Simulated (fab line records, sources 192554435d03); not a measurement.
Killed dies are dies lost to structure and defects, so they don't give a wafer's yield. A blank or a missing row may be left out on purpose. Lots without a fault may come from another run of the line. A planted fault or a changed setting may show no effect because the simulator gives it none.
Which tool did it? | flow n5_finfet | 11 lots, 31 wafers sampled, at 5 steps of a route of 1938

WHAT THE GAUGES READ, wafer by wafer
N5_SD_EPI_N_EPI_MEAS_23.
lot  | measured    | on            | thk_nm (nm)
L148 | day 3 08:46 | film_metro-02 | 58.2 59.3 58.2
L150 | day 4 03:22 | film_metro-02 | 57.9 58.7 58.6
L151 | day 4 08:58 | film_metro-01 | 59.2 59.2 60.6
L154 | day 4 22:45 | film_metro-01 | 60.0 60.4 60.4
L155 | day 5 04:23 | film_metro-02 | 57.0 60.1 58.4
L156 | day 5 11:32 | film_metro-01 | 58.8 59.3 58.8
L158 | day 6 00:12 | film_metro-01 | 71.0 59.1
L159 | day 6 06:07 | film_metro-01 | 71.3 59.2 72.5
L160 | day 6 13:05 | film_metro-01 | 69.9 59.8
L168 | day 8 15:02 | film_metro-02 | 60.6 59.7 58.5
L170 | day 8 22:31 | film_metro-02 | 59.7 58.8 61.6

WHICH TOOL RAN EACH LOT (tool, then ch and the chambers of the sampled wafers, then the start)
lot  | N5_SPACER0_ALD_07                | N5_SD_EPI_N_DESCUM_14             | N5_SD_EPI_N_SD_RECESS_17        | N5_SD_EPI_N_EPI_21
L148 | ald_sin-02 ch 0,1,3, day 3 04:19 | rie_diel-04 ch 0,1,3, day 3 05:22 | rie_si-01 ch 1,2,3, day 3 06:03 | epi_rpcvd-02 ch 0, day 3 07:02
L150 | ald_sin-02 ch 1,2,3, day 3 22:09 | rie_diel-02 ch 2,3, day 3 23:12   | rie_si-03 ch 2,3, day 3 23:54   | epi_rpcvd-01 ch 0, day 4 01:49
L151 | ald_sin-03 ch 0,1, day 4 03:15   | rie_diel-06 ch 1,3, day 4 04:50   | rie_si-01 ch 2,3, day 4 05:31   | epi_rpcvd-01 ch 0, day 4 06:41
L154 | ald_sin-01 ch 0,1,3, day 4 18:24 | rie_diel-02 ch 0,2,3, day 4 19:21 | rie_si-01 ch 0,2,3, day 4 20:01 | epi_rpcvd-02 ch 0, day 4 21:52
L155 | ald_sin-02 ch 0,2, day 4 23:56   | rie_diel-06 ch 2,3, day 5 01:00   | rie_si-01 ch 0,2,3, day 5 01:41 | epi_rpcvd-03 ch 0, day 5 02:57
L156 | ald_sin-03 ch 1,2,3, day 5 06:20 | rie_diel-06 ch 0,1,3, day 5 07:23 | rie_si-03 ch 1,2,3, day 5 08:04 | epi_rpcvd-01 ch 0, day 5 09:16
L158 | ald_sin-03 ch 0,2, day 5 19:42   | rie_diel-02 ch 1,2, day 5 20:49   | rie_si-04 ch 0,2, day 5 21:29   | epi_rpcvd-01 ch 0, day 5 22:46
L159 | ald_sin-02 ch 1,2, day 6 01:02   | rie_diel-02 ch 0,1,2, day 6 01:59 | rie_si-04 ch 1,3, day 6 02:40   | epi_rpcvd-01 ch 0, day 6 04:13
L160 | ald_sin-01 ch 0,1, day 6 08:02   | rie_diel-06 ch 0,1, day 6 08:58   | rie_si-04 ch 0,2, day 6 09:39   | epi_rpcvd-01 ch 0, day 6 11:11
L168 | ald_sin-02 ch 0,2,3, day 8 09:50 | rie_diel-06 ch 0,3, day 8 10:54   | rie_si-04 ch 1,2,3, day 8 11:35 | epi_rpcvd-03 ch 0, day 8 12:45
L170 | ald_sin-03 ch 0,1,2, day 8 18:11 | rie_diel-06 ch 0,3, day 8 19:08   | rie_si-04 ch 1,2,3, day 8 19:49 | epi_rpcvd-02 ch 0, day 8 20:48
- N5_SPACER0_ALD_07: deposits SiNx, target thk 2 nm.
- N5_SD_EPI_N_DESCUM_14: chemistry O2, time 7.9 s.
- N5_SD_EPI_N_SD_RECESS_17: chemistry HBr/Cl2/O2, target depth 41 nm, time 23.7 s, bt time 3 s.
- N5_SD_EPI_N_EPI_21: deposits Si:P, time 690 s.

THE ANSWER, worked out from the rows above alone
Rule: what is usual is taken from the lots themselves. Put in order of their means at a reading, lots are off if they are a third of the lots or fewer, leave a main group of 4 or more, and stand apart from it by a gap of 3 or more times the standard deviation of the main group's means; of several such gaps the widest counts. A main group whose means are all the same, to the digits that the tables above print for the reading, isn't used. A lot without any number at a reading at which 4 lots or more have one is off too. The other lots that the step has rows for count as sound.
Off: L158, L159, L160, at N5_SD_EPI_N_EPI_MEAS_23 (thk_nm). The main group: mean 59.2 nm, standard deviation 0.69.
A tool fits if, at a process step before that reading, it ran every lot that is off, and no sound lot after the first of them. The gauges at N5_SD_EPI_N_EPI_MEAS_23 are tried like those tools. Can't be told from this: 2 tools fit, epi_rpcvd-01 at N5_SD_EPI_N_EPI_21, film_metro-01 at N5_SD_EPI_N_EPI_MEAS_23.

WHAT THE SIMULATOR HAD PUT IN
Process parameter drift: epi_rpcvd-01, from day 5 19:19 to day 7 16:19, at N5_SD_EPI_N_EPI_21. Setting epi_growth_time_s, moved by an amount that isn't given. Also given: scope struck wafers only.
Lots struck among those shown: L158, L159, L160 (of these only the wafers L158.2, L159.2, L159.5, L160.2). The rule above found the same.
